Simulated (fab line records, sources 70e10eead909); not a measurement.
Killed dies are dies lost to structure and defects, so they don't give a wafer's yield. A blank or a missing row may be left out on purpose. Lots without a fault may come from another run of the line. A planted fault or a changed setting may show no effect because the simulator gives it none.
Problem report in the 8D (eight disciplines) form, filled by code | flow nand_harc | the parts of the form that need people (team, actions taken, sign-off) are left out

1. THE PROBLEM
killed_at_periphery at NHARC_END_SORT_01 reads a mean of 640.0 on 2 wafers of 2 lots; wafers without a fault read 3.7 with a standard deviation of 2.3. That is +99 or more standard deviations from the usual mean.
First seen on wafer L383.6, day 29 02:00, on prober-01. The record holds 6 wafers of 2 lots with a number at this step. Rule for "out", or "out of limits": more than 4 standard deviations from the usual mean. The other wafers with a number count as sound.

2. WHAT IT IS AND WHAT IT IS NOT
question                    | is                                                                                                                      | is not
which readings at this step | killed_at_periphery, defect_limited_yield, killed_dies, sort_bin_2_pct, sort_n_pass, sort_rim_yield_pct, sort_yield_pct | killed_at_array, killed_at_other, killed_open, killed_short, sort_bin_3_pct, sort_bin_4_pct
which lots                  | L383, L385                                                                                                              | -
which wafers of those lots  | L383.6, L385.6                                                                                                          | L383.1, L383.3, L385.4, L385.5
read on which gauges        | prober-01                                                                                                               | -
when                        | from day 29 02:00                                                                                                       | up to then (2 sound wafers); but 2 sound wafers of L385 came after

3. SUSPECTS, AND WHAT RULES EACH OUT
Counting: a tool at a process step up to the reading stays a suspect if it ran every lot that is out. Sound lots after the first of them don't rule it out here, since some wafers of a struck lot are sound.
- the gauge at NHARC_END_SORT_01: kept. All the wafers that are out were read on prober-01, and no step on other tools shows them out.
- ecd_cu-01 at NHARC_P_BONDPAD_ECD_18 (material Cu, target thk 400 nm): kept. It ran every lot that is out, first L383 (day 11 09:27).
- pvd_sputter-03 at NHARC_A_BONDPAD_PRE_CLEAN_26 (time 30 s): kept. It ran every lot that is out, first L383 (day 28 07:23). NHARC_A_BONDPAD_PRE_CLEAN_26 gives no start for some lots, so the hours and the order of its lots are those of NHARC_THIN_TSV_DESCUM_14.
Left after counting: ecd_cu-01 at NHARC_P_BONDPAD_ECD_18, pvd_sputter-03 at NHARC_A_BONDPAD_PRE_CLEAN_26, prober-01 at NHARC_END_SORT_01.

4. THE CAUSE (what the simulator had put in)
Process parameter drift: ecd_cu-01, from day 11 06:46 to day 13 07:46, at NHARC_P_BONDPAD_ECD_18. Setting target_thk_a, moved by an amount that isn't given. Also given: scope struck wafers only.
Counting left 3 suspects, and this tool is among them.

5. THE CHAIN OF EFFECTS, in route order
Each row: a reading whose mean over the struck wafers that have a number lies more than 3 standard deviations from the usual. Only readings for which the record gives a usual standard deviation are gone through. hours: the time from each lot's start at the first step in this table that gives one to its start at this step, as a median over the lots. sigmas: the change in usual standard deviations.
hours | step              | reading              | usual  | on struck wafers | change | sigmas
0     | NHARC_END_SORT_01 | defect_limited_yield | 91.6 % | 0.0              | -91.6  | -33
0     | NHARC_END_SORT_01 | killed_at_periphery  | 3.7    | 640.0            | +636.3 | +99 or more
0     | NHARC_END_SORT_01 | killed_dies          | 57     | 677              | +620   | +33
0     | NHARC_END_SORT_01 | sort_bin_2_pct       | 3.0 %  | 95.7             | +92.7  | +77
0     | NHARC_END_SORT_01 | sort_n_pass          | 620    | 0                | -620   | -33
0     | NHARC_END_SORT_01 | sort_rim_yield_pct   | 90 %   | 0                | -90    | -19
0     | NHARC_END_SORT_01 | sort_yield_pct       | 91.6 % | 0.0              | -91.6  | -33

6. WHAT WOULD HAVE CAUGHT IT SOONER
In this record the first reading out of limits at a measuring or inspecting step was taken at day 29 02:00, 427 hours after the fault began at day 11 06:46.
Of the tool readings at NHARC_P_BONDPAD_ECD_18 for which the record gives a usual standard deviation, none was out on any struck wafer, so an alarm limit of 4 standard deviations on them would not have fired.
All the lots that are out (2) had begun NHARC_P_BONDPAD_ECD_18 on ecd_cu-01 by day 29 02:00. A hold on the tool at that time would have spared none of them.
